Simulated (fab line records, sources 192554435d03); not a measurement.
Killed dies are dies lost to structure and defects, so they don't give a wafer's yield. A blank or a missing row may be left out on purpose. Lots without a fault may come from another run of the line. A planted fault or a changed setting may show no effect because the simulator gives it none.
Split-lot experiment | flow n5_finfet | 7 lots, 21 wafers read, on a route of 1938 steps

THE SPLIT
At N5_SDB_ETCH_18 (etches SOC in N2/H2, target depth 100 nm, overetch 20 nm, time 150 s), the setting source_w was moved away from the recipe's 840 W on 6 of the 21 wafers read, by -9.4% to +17.9%. The other wafers ran this setting at the recipe's value.

The reading is taken at the split's own step.

THE READING
rf_vpp_V, in V, at N5_SDB_ETCH_18 (etches SOC in N2/H2, target depth 100 nm, overetch 20 nm, time 150 s). Fault-free wafers of this fab line usually give 525.0 V, standard deviation 2.4 V.

wafer  | tool, chamber at the split | source_w as run, W | against the recipe | rf_vpp_V, V | against lot-mates on the recipe
L078.1 | rie_diel-05, 1             | 840                | recipe             | 525.2       | -
L078.4 | rie_diel-05, 0             | 840                | recipe             | 522.9       | -
L078.5 | rie_diel-05, 3             | 840                | recipe             | 522.5       | -
L081.2 | rie_diel-04, 0             | 788.7              | -6.1%              | 535.7       | +14.2
L081.3 | rie_diel-04, 1             | 788.7              | -6.1%              | 536.2       | +14.7
L081.5 | rie_diel-04, 2             | 840                | recipe             | 521.5       | -
L080.3 | rie_diel-06, 3             | 840                | recipe             | 524.5       | -
L080.4 | rie_diel-06, 1             | 764.9              | -8.9%              | 539.3       | +15.2
L080.6 | rie_diel-06, 1             | 840                | recipe             | 523.6       | -
L088.1 | rie_diel-05, 0             | 840                | recipe             | 524.0       | -
L088.3 | rie_diel-05, 3             | 840                | recipe             | 523.5       | -
L088.5 | rie_diel-05, 1             | 761.1              | -9.4%              | 542.4       | +18.6
L091.1 | rie_diel-04, 0             | 840                | recipe             | 522.6       | -
L091.2 | rie_diel-04, 1             | 840                | recipe             | 524.7       | -
L091.6 | rie_diel-04, 3             | 840                | recipe             | 528.0       | -
L093.1 | rie_diel-06, 2             | 768.1              | -8.6%              | 543.7       | +19.0
L093.2 | rie_diel-06, 0             | 840                | recipe             | 527.5       | -
L093.4 | rie_diel-06, 1             | 840                | recipe             | 521.9       | -
L096.2 | rie_diel-04, 1             | 990                | +17.9%             | 498.0       | -25.8
L096.5 | rie_diel-04, 3             | 840                | recipe             | 526.3       | -
L096.6 | rie_diel-04, 0             | 840                | recipe             | 521.2       | -

THE FIT
A straight line over all 21 wafers: rf_vpp_V changes by -1.69 V for each +1% of source_w; r = -0.97; the points scatter about the line by 2.4 V.
The same after taking each lot's own level away (the mean of its wafers on the recipe; 21 wafers): -1.72 V for each +1%; r = -0.97; scatter 2.4 V.
On that fit, the largest move of source_w shifts the reading by 31 V.
The lots' own levels span 521.50 to 525.10 V, that is 1.5 times the standard deviation above.
So the lot-to-lot level changes the slope little: the two slopes agree.
Check: with one of the wafers moved furthest among these (+17.9%) left out of the fit, the line predicts -36.5 V for it against its lot-mates. It came out at -25.8 V against them.
Tool readings at the split's step, against how far the setting was moved: rf_vpp_V r = -0.97.

OTHER SPLITS ON THESE WAFERS
These wafers also went through other splits before the reading. Each is held against what the fit with the lots' levels taken away leaves over:
other split on the same wafers  | wafers away from the commonest value | r with rf_vpp_V (lot level and that fit taken away)
N5_DUMMY_GATE_EXPOSE_12 dose_mj | 5                                    | -0.33
N5_SD_EPI_N_EPI_21 temp_c       | 6                                    | -0.13

THE FILE'S OWN FIT
rf_vpp_V changes by -1.71 V for each +1% of source_w, r = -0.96.
